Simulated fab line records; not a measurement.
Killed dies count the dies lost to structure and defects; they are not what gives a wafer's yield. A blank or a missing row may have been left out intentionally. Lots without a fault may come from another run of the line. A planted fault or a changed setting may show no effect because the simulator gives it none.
Matching of chambers | flow nand_harc | 4 sister chambers for NHARC_A_STAIRCASE_DESCUM_186 on rie_diel-06
The step chemistry O2, time 3 s. 8 wafers are shown with their chamber, then 9 later ones without.

== WAFERS, EACH WITH ITS CHAMBER ==
wafer  | chamber | drypump_motor_current_A (A) | oes_product_au (a.u.)
L079.6 | 1       | 6.0                         | 1.017
L080.3 | 0       | 5.7                         | 0.988
L080.5 | 3       | 5.7                         | 1.005
L085.5 | 3       | 5.8                         | 1.009
L085.6 | 2       | 5.5                         | 1.015
L090.3 | 2       | 5.6                         | 1.050
L090.4 | 1       | 6.0                         | 1.013
L090.5 | 0       | 5.8                         | 0.981

== WAFERS MISSING THEIR CHAMBER ==
wafer  | drypump_motor_current_A (A) | oes_product_au (a.u.)
L092.1 | 6.0                         | 1.016
L092.3 | 5.7                         | 1.017
L092.5 | 5.5                         | 1.030
L096.3 | 5.8                         | 0.990
L096.5 | 5.7                         | 0.998
L096.6 | 5.7                         | 1.024
L097.1 | 5.5                         | 1.022
L097.3 | 5.7                         | 1.019
L097.4 | 5.5                         | 1.022

== WHICH CHAMBER EACH WENT THROUGH ==
wafer  | from the rows above          | in truth
L092.1 | 1                            | 1
L092.3 | can't be placed: 3 or 0 or 2 | 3
L092.5 | 2                            | 2
L096.3 | can't be placed: 0 or 3      | 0
L096.5 | can't be placed: 3 or 0      | 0
L096.6 | can't be placed: 3 or 2 or 0 | 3
L097.1 | 2                            | 2
L097.3 | can't be placed: 3 or 2 or 0 | 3
L097.4 | 2                            | 2
4 of 9 placed correctly. From these rows, 5 cannot be placed; in 5 the true chamber is one of the candidates. 0 placed wrongly.
How it was worked out, from the rows above alone: a wafer's distance from a chamber is the root of the sum, over the readings, of the square of ((its reading less the chamber's mean) divided by the reading's scatter). The wafer belongs to the nearest chamber; if the next one is less than 2 further off, it can't be placed. Each chamber's mean is taken over the wafers shown for it. The scatter: take each reading less its chamber's mean, square it, sum over the shown wafers, divide by the number of wafers less the number of chambers, and take the root.
